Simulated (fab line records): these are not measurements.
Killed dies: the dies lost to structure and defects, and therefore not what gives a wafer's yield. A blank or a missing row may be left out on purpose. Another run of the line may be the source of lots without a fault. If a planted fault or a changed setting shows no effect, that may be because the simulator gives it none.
A struck lot beside a sound one | flow nand-harc | 21 out of 1159 route steps
Sound: these wafers, L833.2, L833.3, L833.4. Struck: wafers L849.2, L849.4, L849.6. Last of all comes the cause.
Each step with rows lists, per side, the tool, then ch with its chambers, then its first start. Under that, the readings that differ: sound wafers | struck wafers | difference of the means | sigmas: that difference in standard deviations of wafers without a fault.
alike: same words and numbers on both sides, and readings whose means sit less than 2 such deviations apart. not compared: any withheld reading, any reading some wafer has no value for, any bound like >300 that may hide the same value, and any number with overlapping values for which the record gives no deviation.
A row with sigmas, a row that says differs or no value, or rows on one side alone: a step with any of these is where the two part. When numbers do not overlap yet have no deviation, they are printed without sigmas and do not part them. Lack of a reading on every wafer of one side parts them only where that side has two or more wafers.

first, 2 steps without rows for these wafers: NHARC_A_CHANNEL_HOLE_D1_ETCH_19 (etches the open film in C4F8/O2/Ar, time 34.5 s); NHARC_A_CHANNEL_HOLE_D1_ETCH_20 (etches the open film in C4F8/O2/Ar, time 361.9 s, target depth 1600 nm).
NHARC_A_CHANNEL_HOLE_D1_ETCH_21: etches the open film in C4F8/O2/Ar, time 514.3 s, target depth 1600 nm.
  sound on har-etch-02 ch 0,1, day 9 05:55; struck on har-etch-01 ch 0, day 13 01:28
  alike: drypump-motor-current-A, showerhead-plenum-p-Torr, throttle-valve-pct
  not compared: rf-hours-counter-h
NHARC_A_CHANNEL_HOLE_D1_ETCH_22: etches the open film in C4F8/O2/Ar, time 666.7 s, target depth 1600 nm.
  sound on har-etch-02 ch 0,1, day 9 06:23; struck on har-etch-01 ch 0, day 13 01:55
  alike: drypump-motor-current-A, showerhead-plenum-p-Torr, throttle-valve-pct
  not compared: rf-hours-counter-h
then, 2 steps without rows for these wafers: NHARC_A_CHANNEL_HOLE_D1_ETCH_23 (etches the open film in C4F8/O2/Ar, time 819 s, target depth 1600 nm); NHARC_A_CHANNEL_HOLE_D1_ETCH_24 (etches the open film in C4F8/O2/Ar, time 906.2 s, target depth 1500 nm).
NHARC_A_CHANNEL_HOLE_D1_ETCH_25: etches the open film in C4F8/O2/Ar, time 1040.2 s, target depth 1500 nm.
  sound on har-etch-02 ch 0,1, day 9 08:27; struck on har-etch-01 ch 0, day 13 03:59
  alike: drypump-motor-current-A, showerhead-plenum-p-Torr, throttle-valve-pct
  not compared: rf-hours-counter-h
NHARC_A_CHANNEL_HOLE_D1_ETCH_26: etches the open film in C4F8/O2/Ar, time 224.1 s, target depth 300 nm.
  sound on har-etch-02 ch 0,1, day 9 09:13; struck on har-etch-01 ch 0, day 13 04:44
  alike: drypump-motor-current-A, showerhead-plenum-p-Torr, throttle-valve-pct
  not compared: rf-hours-counter-h
then, 4 steps without rows for these wafers: NHARC_A_CHANNEL_HOLE_D1_ETCH_33 (etches the open film in C4F8/O2/Ar, time 90 s, target depth 400 nm); NHARC_A_CHANNEL_HOLE_D1_STRIP_41 (strips in N2/H2); NHARC_A_CHANNEL_HOLE_D1_STRIP_42 (strips in CF4/CHF3); NHARC_A_CHANNEL_HOLE_D1_STRIP_43 (strips in O2/COS).
NHARC_A_CHANNEL_HOLE_D1_ETCH_44: etches the open film in CF4/O2, target depth 140 nm, overetch 14 nm, time 77 s.
  sound on rie-diel-08 ch 1,2,3, day 9 10:08; struck on rie-diel-01 ch 1,3, day 13 06:07
  alike: drypump-motor-current-A, oes-product-au, rf-fwd-power-W, rf-vpp-V, showerhead-plenum-p-Torr, throttle-valve-pct
  not compared: rf-hours-counter-h
NHARC_A_CHANNEL_HOLE_D1_STRIP_27: strips in O2.
  sound: rie-diel-08 ch 0,1,2; struck: rie-diel-01 ch 0,1
  alike: drypump-motor-current-A, oes-product-au, rf-vpp-V, showerhead-plenum-p-Torr, throttle-valve-pct
  not compared: rf-hours-counter-h
then, 2 steps without rows for these wafers: NHARC_A_CHANNEL_HOLE_D1_PRECLEAN_28 (cleans in SC1); NHARC_A_CHANNEL_HOLE_D1_SRD_29.
NHARC_A_CHANNEL_HOLE_D1_CD_MEAS_30:
  sound on cd-sem-01, day 9 10:55; struck on cd-sem-01, day 13 06:55
  alike: cd-nm
after that, 1 step had no rows for these wafers: NHARC_A_CHANNEL_HOLE_D1_XSEM_31.
NHARC_A_CHANNEL_HOLE_D1_INSPECT_40:
  sound on defect-inspect-02, day 9 11:08; struck on defect-inspect-01, day 13 07:07
  reading          | sound    | struck      | difference | sigmas
  raw-defect-count | 79 40 40 | 608 683 658 | +597       | +37
then, 1 step without rows for these wafers: NHARC_A_CHANNEL_FILL_D1_PRECLEAN_00 (cleans in SC1).
-- record jumps: 11 days between struck wafers' starts before vs after; left off in module A_CHANNEL_FILL_D1, resumes in module END, first step shown is number 1159 of the route --
NHARC_END_SORT_01:
  only the struck wafers appear in the record here, on prober-02 ch 0 at day 24 06:59; the sound ones have no rows

== WHERE THEY PART ==
Earliest at NHARC_A_CHANNEL_HOLE_D1_INSPECT_40; latest, in this record, at NHARC_END_SORT_01.

WHY: whatever the simulator had introduced
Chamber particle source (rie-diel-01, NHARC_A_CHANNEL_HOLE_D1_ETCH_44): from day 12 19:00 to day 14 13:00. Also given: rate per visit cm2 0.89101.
